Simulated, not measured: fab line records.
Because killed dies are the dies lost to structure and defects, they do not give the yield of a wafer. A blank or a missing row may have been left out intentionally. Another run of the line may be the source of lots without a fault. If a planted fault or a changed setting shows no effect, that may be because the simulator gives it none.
Problem report, 8D (eight disciplines) form, completed by code | flow n5_finfet | the parts of the form that need people (team, actions taken, sign-off) are left out

## 1. THE ISSUE
Mean of etch_rf_on_time_s at N5_BEOL_M3_ETCH_77: 9.05 s across 6 wafers in 2 lots; on wafers with no fault it is 5.20 s (standard deviation 0.084). Relative to the usual mean, that is a shift of +46 standard deviations.
The step: etches underlayer in N2/H2, target depth 6.5 nm, time 5.2 s.
Earliest sighting: wafer L142.3 on rie_diel-04 at day 10 03:14. The record has a number at this step for 24 wafers belonging to 8 lots. Rule for "out", or "out of limits": more than 4 standard deviations from the usual mean. Any other wafer with a number is counted as sound.

## 2. WHAT IT IS, WHAT IT ISN'T
question                    | is                     | is not
which readings at this step | etch_rf_on_time_s      | chamber_pressure_mTorr, drypump_motor_current_A, rf_fwd_power_W, showerhead_plenum_p_Torr
which lots                  | L142, L145             | L132, L133, L136, L146, L149, L151
which wafers of those lots  | all that have a number | -
read on which tools         | rie_diel-04            | rie_diel-03, rie_diel-05
when                        | from day 10 03:14      | up to then (9 sound wafers); but 9 sound wafers of L146, L149, L151 came after

## 3. SUSPECTS, AND WHAT RULES EACH OUT
Counting: a tool at a process step up to the reading stays a suspect if it ran every lot that is out and no sound lot after the first of them.
- rie_diel-04 at N5_BEOL_M3_ETCH_77 (etches underlayer in N2/H2, target depth 6.5 nm, time 5.2 s): kept. All lots that are out passed through it, beginning with L142 at day 10 03:14, and no sound lot followed; its final sound lot before that point was L136 at day 8 14:11. Its own readings are out on those wafers: etch_rf_on_time_s.
Left after counting: rie_diel-04 at N5_BEOL_M3_ETCH_77.

## 4. THE CAUSE (what the simulator had put in)
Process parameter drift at N5_BEOL_M3_ETCH_77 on rie_diel-04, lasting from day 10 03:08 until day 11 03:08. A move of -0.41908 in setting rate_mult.
Counting left only this tool.

## 5. SEQUENCE OF EFFECTS, ordered by route
Rows list readings where the struck wafers' mean (over those with a number) sits beyond 3 standard deviations from the usual. Readings are gone through only where the record gives a usual standard deviation; hours: the median, over the lots, of the time from a lot's start at the first step in this table giving one to that lot's start at this step; sigmas: the change measured in usual standard deviations.
hours | step               | reading           | usual  | on struck wafers | change | sigmas
0     | N5_BEOL_M3_ETCH_77 | etch_rf_on_time_s | 5.20 s | 9.05             | +3.85  | +46
The process steps in it:
- N5_BEOL_M3_ETCH_77: etches underlayer in N2/H2, target depth 6.5 nm, time 5.2 s.
At these later measuring or inspecting steps, every struck wafer for which the step has a row has a number for every such reading, and none has moved that far: N5_BEOL_M4_RC_MEAS_101.

## 6. HOW IT WOULD HAVE BEEN CAUGHT EARLIER
In this record the first reading out of limits was taken at day 10 03:14, 0 hours after the fault began at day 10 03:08.
